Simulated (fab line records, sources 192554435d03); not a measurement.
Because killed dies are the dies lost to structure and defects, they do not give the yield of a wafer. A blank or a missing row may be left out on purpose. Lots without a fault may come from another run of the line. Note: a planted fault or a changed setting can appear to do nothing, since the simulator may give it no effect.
Matching of chambers / flow n5-finfet / N5_BEOL_M0_ETCH_128 on rie-diel-05 has 4 sister chambers
The step etches SiCN in CF4/N2, target depth 12 nm, overetch 5.1 nm, time 21.4 s. 8 wafers are shown with their chamber, then 9 later ones without.

## WAFERS PAIRED WITH THEIR CHAMBERS
wafer=L078.3; chamber=2; showerhead-plenum-p-Torr (Torr)=2.10; drypump-motor-current-A (A)=6.0
wafer=L080.5; chamber=0; showerhead-plenum-p-Torr (Torr)=2.09; drypump-motor-current-A (A)=5.9
wafer=L086.1; chamber=0; showerhead-plenum-p-Torr (Torr)=2.08; drypump-motor-current-A (A)=5.8
wafer=L086.2; chamber=1; showerhead-plenum-p-Torr (Torr)=2.19; drypump-motor-current-A (A)=5.0
wafer=L086.4; chamber=3; showerhead-plenum-p-Torr (Torr)=2.27; drypump-motor-current-A (A)=6.1
wafer=L089.1; chamber=2; showerhead-plenum-p-Torr (Torr)=2.09; drypump-motor-current-A (A)=5.9
wafer=L089.3; chamber=1; showerhead-plenum-p-Torr (Torr)=2.19; drypump-motor-current-A (A)=5.0
wafer=L089.4; chamber=3; showerhead-plenum-p-Torr (Torr)=2.26; drypump-motor-current-A (A)=6.2

## WAFERS WHOSE CHAMBER IS MISSING
wafer=L088.1; showerhead-plenum-p-Torr (Torr)=2.08; drypump-motor-current-A (A)=5.9
wafer=L088.4; showerhead-plenum-p-Torr (Torr)=2.08; drypump-motor-current-A (A)=5.9
wafer=L088.5; showerhead-plenum-p-Torr (Torr)=2.26; drypump-motor-current-A (A)=6.1
wafer=L091.1; showerhead-plenum-p-Torr (Torr)=2.26; drypump-motor-current-A (A)=6.1
wafer=L091.4; showerhead-plenum-p-Torr (Torr)=2.08; drypump-motor-current-A (A)=5.9
wafer=L091.5; showerhead-plenum-p-Torr (Torr)=2.19; drypump-motor-current-A (A)=5.0
wafer=L097.1; showerhead-plenum-p-Torr (Torr)=2.26; drypump-motor-current-A (A)=6.1
wafer=L097.2; showerhead-plenum-p-Torr (Torr)=2.35; drypump-motor-current-A (A)=6.0
wafer=L097.3; showerhead-plenum-p-Torr (Torr)=2.18; drypump-motor-current-A (A)=5.0

## WHICH CHAMBER EACH WENT THROUGH
wafer=L088.1; from the rows above=can't be placed: 0 or 2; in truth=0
wafer=L088.4; from the rows above=can't be placed: 0 or 2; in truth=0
wafer=L088.5; from the rows above=3; in truth=3
wafer=L091.1; from the rows above=3; in truth=3
wafer=L091.4; from the rows above=can't be placed: 0 or 2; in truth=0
wafer=L091.5; from the rows above=1; in truth=1
wafer=L097.1; from the rows above=3; in truth=3
wafer=L097.2; from the rows above=3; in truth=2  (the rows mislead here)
wafer=L097.3; from the rows above=1; in truth=1
Correct placement for 5 of the 9. Can't be placed from these rows: 3 (the true chamber is among the candidates in 3). 1 placed wrongly.
How it was worked out, from the rows above alone: a wafer's distance from a chamber is the root of the sum, over the readings, of the square of ((its reading less the chamber's mean) divided by the reading's scatter). The wafer belongs to the nearest chamber; if the next one is less than 2 further off, it can't be placed. The mean given for a chamber averages the wafers shown for that chamber. The scatter is the square root of a quotient: the sum, over the shown wafers, of each reading's squared deviation from its chamber's mean, divided by wafers minus chambers.
